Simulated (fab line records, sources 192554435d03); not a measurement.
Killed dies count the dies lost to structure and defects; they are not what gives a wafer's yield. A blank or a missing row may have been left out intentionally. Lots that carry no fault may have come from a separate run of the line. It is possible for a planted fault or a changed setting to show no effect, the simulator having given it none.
Matching of chambers | flow n5_finfet | rie_diel-03 running N5_BEOL_M13_DESCUM_33: 4 sister chambers
The step chemistry O2, time 7.9 s. 4 wafers are shown with their chamber, then 8 later ones without.

## WAFERS WITH THEIR CHAMBER
wafer  | chamber | showerhead_plenum_p_Torr (Torr)
L083.4 | 3       | 2.15
L088.1 | 2       | 2.08
L087.6 | 0       | 2.10
L094.2 | 1       | 2.02

## WAFERS WHOSE CHAMBER IS MISSING
wafer  | showerhead_plenum_p_Torr (Torr)
L094.3 | 2.14
L094.5 | 2.02
L096.4 | 2.10
L096.5 | 2.14
L096.6 | 2.10
L097.2 | 2.02
L097.4 | 2.07
L097.5 | 2.02

## EACH ONE'S CHAMBER
wafer  | from the rows above | in truth
L094.3 | 3                   | 3
L094.5 | 1                   | 1
L096.4 | 0                   | 0
L096.5 | 3                   | 3
L096.6 | 0                   | 0
L097.2 | 1                   | 1
L097.4 | 2                   | 2
L097.5 | 1                   | 1
Placed correctly: 8 of 8. Left unplaced by these rows: 0. Placed wrongly: 0.
How it was worked out, from the rows above alone: a wafer's distance from a chamber is the root of the sum, over the readings, of the square of ((its reading less the chamber's mean) divided by the reading's scatter). The wafer belongs to the nearest chamber; if the next one is less than 2 further off, it can't be placed. A chamber's mean is the mean of its shown wafers. The scatter: with one shown wafer a chamber, the root of the mean of the squares of how far each hidden wafer lies from its nearest shown one.
